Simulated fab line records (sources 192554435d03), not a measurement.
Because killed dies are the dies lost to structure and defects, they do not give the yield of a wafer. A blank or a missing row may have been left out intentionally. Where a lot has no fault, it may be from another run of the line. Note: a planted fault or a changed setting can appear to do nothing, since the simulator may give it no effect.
Split-lot experiment | flow n5 finfet | on a route of 1938 steps: 7 lots, 21 wafers read

## ABOUT THE SPLIT
At N5_BEOL_M13_ETCH_68 (etches SOC in N2/H2, time 355 s), the setting time s was moved away from the recipe's 355 s on 10 of the 21 wafers read, by -21.8% to +17.3%. The other wafers ran this setting at the recipe's value.

The split's own step is where the reading is taken.

## THE READING
SiARC_of_BEOL_M13_COAT_66.thk nm (the simulator's own value, which no gauge read), in nm, at N5_BEOL_M13_ETCH_68 (etches SOC in N2/H2, time 355 s). The file does not state a usual value for it. Here, 11 wafers ran the recipe; their average is 77.1 nm with a standard deviation of 0.57 nm.

wafer  | tool, chamber at the split | time s as run, s | against the recipe | SiARC_of_BEOL_M13_COAT_66.thk nm, nm | against lot-mates on the recipe
L078.3 | rie diel-06, 0             | 355              | recipe             | 76.8                                 | -
L078.4 | rie diel-06, 1             | 330.7            | -6.8%              | 79.6                                 | +2.7
L078.6 | rie diel-06, 0             | 355              | recipe             | 77                                   | -
L080.1 | rie diel-02, 3             | 355              | recipe             | 77.2                                 | -
L080.2 | rie diel-02, 0             | 319.5            | -10.0%             | 80.4                                 | +3.7
L080.6 | rie diel-02, 2             | 355              | recipe             | 76.2                                 | -
L082.1 | rie diel-02, 1             | 355              | recipe             | 76                                   | -
L082.3 | rie diel-02, 3             | 355              | recipe             | 77.2                                 | -
L082.6 | rie diel-02, 3             | 355              | recipe             | 76.8                                 | -
L084.2 | rie diel-02, 3             | 355              | recipe             | 77.2                                 | -
L084.3 | rie diel-02, 2             | 416.3            | +17.3%             | 70.6                                 | -6.6
L084.4 | rie diel-02, 2             | 416.3            | +17.3%             | 70.8                                 | -6.4
L087.2 | rie diel-02, 1             | 277.6            | -21.8%             | 84.4                                 | +7.0
L087.3 | rie diel-02, 3             | 277.6            | -21.8%             | 85.2                                 | +7.8
L087.6 | rie diel-02, 2             | 355              | recipe             | 77.4                                 | -
L094.2 | rie diel-02, 1             | 277.8            | -21.7%             | 84                                   | no lot-mate on the recipe
L094.3 | rie diel-02, 0,1           | 277.8            | -21.7%             | 83.8                                 | no lot-mate on the recipe
L094.5 | rie diel-02, 0,1           | 277.8            | -21.7%             | 83.8                                 | no lot-mate on the recipe
L093.1 | rie diel-01, 2             | 355              | recipe             | 77.8                                 | -
L093.3 | rie diel-01, 0             | 300.3            | -15.4%             | 83.4                                 | +5.5
L093.6 | rie diel-01, 2             | 355              | recipe             | 78                                   | -
The file does not say which wafer passed through which chamber wherever a row lists several chambers: such a row stands for several wafers.

FIT RESULTS
A straight line over all 21 wafers: SiARC_of_BEOL_M13_COAT_66.thk nm changes by -0.345 nm for each +1% of time s; r = -0.99; the points scatter about the line by 0.6 nm.
The same after taking each lot's own level away (the mean of its wafers on the recipe; 18 wafers): -0.357 nm for each +1%; r = -1.00; scatter 0.37 nm.
According to that fit, moving time s by its largest amount changes the reading by 7.8 nm.
Across the lots, their own levels run from 76.67 to 77.90 nm, a range of 2.2 times the standard deviation given above.
Hence the lot-to-lot level has little effect on the slope; both slopes agree.
Check: +7.99 nm against its lot-mates is what the line predicts for one of the wafers moved furthest among these (-21.8%) when that wafer is left out of the fit. It came out at +7 nm against them.

## OTHER SPLITS ON THESE WAFERS
Before the reading, these wafers also passed through other splits. Each is held against what the fit with the lots' levels taken away leaves over:
other split on the same wafers | wafers away from the commonest value | r with SiARC_of_BEOL_M13_COAT_66.thk nm (lot level and that fit taken away)
N5_BEOL_M10_EXPOSE_25 dose mj  | 5                                    | +0.11
N5_BEOL_M11_EXPOSE_25 dose mj  | 12                                   | -0.01
N5_BEOL_M11_ETCH_66 time s     | 5                                    | +0.27
N5_BEOL_M12_COAT_04 spin rpm   | 3                                    | -0.38
N5_BEOL_M12_DESCUM_15 time s   | 9                                    | -0.40

## THE FILE'S OWN FIT
SiARC_of_BEOL_M13_COAT_66.thk nm changes by -0.357 nm for each +1% of time s, r = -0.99.
